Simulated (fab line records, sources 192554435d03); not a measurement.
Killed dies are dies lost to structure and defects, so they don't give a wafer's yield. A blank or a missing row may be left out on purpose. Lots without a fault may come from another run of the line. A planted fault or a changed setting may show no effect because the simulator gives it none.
Chamber matching | flow n5_finfet | N5_BEOL_M8_STRIP_19 on rie_diel-04: 4 sister chambers
The step strips in O2. 22 wafers are shown with their chamber, then 11 later ones without.

WAFERS WITH THEIR CHAMBER
wafer  | chamber | drypump_motor_current_A (A) | throttle_valve_pct (%) | showerhead_plenum_p_Torr (Torr)
L079.1 | 3       | 6.0                         | 16.66                  | 2.16
L079.5 | 2       | 5.3                         | 16.57                  | 2.24
L079.6 | 1       | 6.2                         | 17.08                  | 2.10
L081.4 | 2       | 5.3                         | 16.58                  | 2.24
L081.5 | 1       | 6.2                         | 17.10                  | 2.10
L081.6 | 0       | 5.8                         | 16.99                  | 1.98
L084.1 | 1       | 6.2                         | 17.08                  | 2.10
L084.3 | 0       | 5.7                         | 16.96                  | 1.98
L084.5 | 1       | 6.2                         | 17.11                  | 2.10
L082.2 | 1       | 6.2                         | 17.08                  | 2.10
L082.3 | 0       | 5.8                         | 16.98                  | 1.98
L082.6 | 1       | 6.2                         | 17.11                  | 2.10
L080.1 | 2       | 5.3                         | 16.56                  | 2.23
L080.4 | 2       | 5.3                         | 16.56                  | 2.23
L080.6 | 3       | 6.0                         | 16.25                  | 2.16
L089.2 | 0       | 5.8                         | 16.50                  | 2.24
L089.3 | 1       | 6.2                         | 17.12                  | 2.09
L089.5 | 0       | 5.8                         | 16.54                  | 2.24
L093.1 | 0       | 5.8                         | 16.52                  | 2.24
L093.2 | 1       | 6.2                         | 17.11                  | 2.09
L093.4 | 3       | 6.0                         | 16.26                  | 2.15
L090.1 | 0       | 5.7                         | 16.53                  | 2.24

SIGNATURES (means of the wafers above)
reading                  | chamber 0 | chamber 1 | chamber 2 | chamber 3 | scatter within a chamber
drypump_motor_current_A  | 5.771     | 6.200     | 5.300     | 6.000     | 0.0282
throttle_valve_pct       | 16.7171   | 17.0987   | 16.5675   | 16.3900   | 0.161
showerhead_plenum_p_Torr | 2.1286    | 2.0975    | 2.2350    | 2.1567    | 0.0803
Rule: a wafer's distance from a chamber is the root of the sum, over the readings, of the square of ((its reading less the chamber's mean) divided by the reading's scatter). The wafer belongs to the nearest chamber; if the next one is less than 2 further off, it can't be placed. The scatter: the root of (the sum of the squares of (reading less its chamber's mean) over the shown wafers, divided by (wafers less chambers)).

WAFERS WITHOUT THEIR CHAMBER
wafer  | drypump_motor_current_A (A) | throttle_valve_pct (%) | showerhead_plenum_p_Torr (Torr)
L090.4 | 6.2                         | 17.14                  | 2.09
L090.6 | 6.0                         | 16.25                  | 2.15
L092.3 | 5.8                         | 16.53                  | 2.24
L092.5 | 5.3                         | 16.60                  | 2.23
L092.6 | 6.2                         | 17.12                  | 2.09
L091.1 | 6.0                         | 16.29                  | 2.15
L091.2 | 5.3                         | 16.63                  | 2.23
L091.6 | 6.0                         | 16.28                  | 2.15
L097.2 | 5.3                         | 16.64                  | 2.23
L097.3 | 6.2                         | 17.15                  | 2.09
L097.5 | 5.8                         | 16.55                  | 2.23

WHICH CHAMBER EACH WENT THROUGH
wafer  | from the rows above | in truth
L090.4 | 1                   | 1
L090.6 | 3                   | 3
L092.3 | 0                   | 0
L092.5 | 2                   | 2
L092.6 | 1                   | 1
L091.1 | 3                   | 3
L091.2 | 2                   | 2
L091.6 | 3                   | 3
L097.2 | 2                   | 2
L097.3 | 1                   | 1
L097.5 | 0                   | 0
Placed correctly: 11 of 11. Can't be placed from these rows: 0. Placed wrongly: 0.
